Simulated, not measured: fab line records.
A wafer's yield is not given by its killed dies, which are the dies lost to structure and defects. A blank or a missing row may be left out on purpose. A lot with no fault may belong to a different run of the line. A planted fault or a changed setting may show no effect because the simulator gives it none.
Matching of chambers || flow n5-finfet || 4 sister chambers for N5_BEOL_M4_ETCH_70 on rie-diel-01
The step etches SOC in N2/H2, target depth 80 nm, overetch 24 nm, time 130 s. 4 wafers are shown with their chamber, then 12 later ones without.

## WAFERS, EACH WITH ITS CHAMBER
{"wafer": "L092.2", "chamber": 2, "throttle-valve-pct (%)": 18.4}
{"wafer": "L092.4", "chamber": 3, "throttle-valve-pct (%)": 17.5}
{"wafer": "L092.5", "chamber": 0, "throttle-valve-pct (%)": 17.8}
{"wafer": "L092.6", "chamber": 1, "throttle-valve-pct (%)": 18.0}

## WAFERS WHOSE CHAMBER IS MISSING
{"wafer": "L096.1", "throttle-valve-pct (%)": 18.4}
{"wafer": "L096.2", "throttle-valve-pct (%)": 18.0}
{"wafer": "L096.5", "throttle-valve-pct (%)": 18.4}
{"wafer": "L093.2", "throttle-valve-pct (%)": 18.0}
{"wafer": "L093.3", "throttle-valve-pct (%)": 17.5}
{"wafer": "L093.6", "throttle-valve-pct (%)": 17.5}
{"wafer": "L095.1", "throttle-valve-pct (%)": 18.4}
{"wafer": "L095.2", "throttle-valve-pct (%)": 18.0}
{"wafer": "L095.6", "throttle-valve-pct (%)": 17.9}
{"wafer": "L097.4", "throttle-valve-pct (%)": 17.9}
{"wafer": "L097.5", "throttle-valve-pct (%)": 18.4}
{"wafer": "L097.6", "throttle-valve-pct (%)": 18.0}

## THE CHAMBER EACH PASSED THROUGH
{"wafer": "L096.1", "from the rows above": 2, "in truth": 2}
{"wafer": "L096.2", "from the rows above": 1, "in truth": 1}
{"wafer": "L096.5", "from the rows above": 2, "in truth": 2}
{"wafer": "L093.2", "from the rows above": 1, "in truth": 1}
{"wafer": "L093.3", "from the rows above": 3, "in truth": 3}
{"wafer": "L093.6", "from the rows above": 3, "in truth": 3}
{"wafer": "L095.1", "from the rows above": 2, "in truth": 2}
{"wafer": "L095.2", "from the rows above": 1, "in truth": 1}
{"wafer": "L095.6", "from the rows above": "can't be placed: 0 or 1", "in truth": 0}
{"wafer": "L097.4", "from the rows above": "can't be placed: 0 or 1", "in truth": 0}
{"wafer": "L097.5", "from the rows above": 2, "in truth": 2}
{"wafer": "L097.6", "from the rows above": 1, "in truth": 1}
Correct placement for 10 of the 12. Cannot be placed on the basis of these rows: 2; the candidates contain the true chamber in 2. Placed wrongly: 0.
How it was worked out, from the rows above alone: a wafer's distance from a chamber is the root of the sum, over the readings, of the square of ((its reading less the chamber's mean) divided by the reading's scatter). If the next closest chamber is less than 2 further off than the closest, the wafer can't be placed; otherwise it belongs to the closest. The mean given for a chamber averages the wafers shown for that chamber. The scatter: root of mean squared gap, hidden wafer to nearest shown wafer, with one shown wafer a chamber.
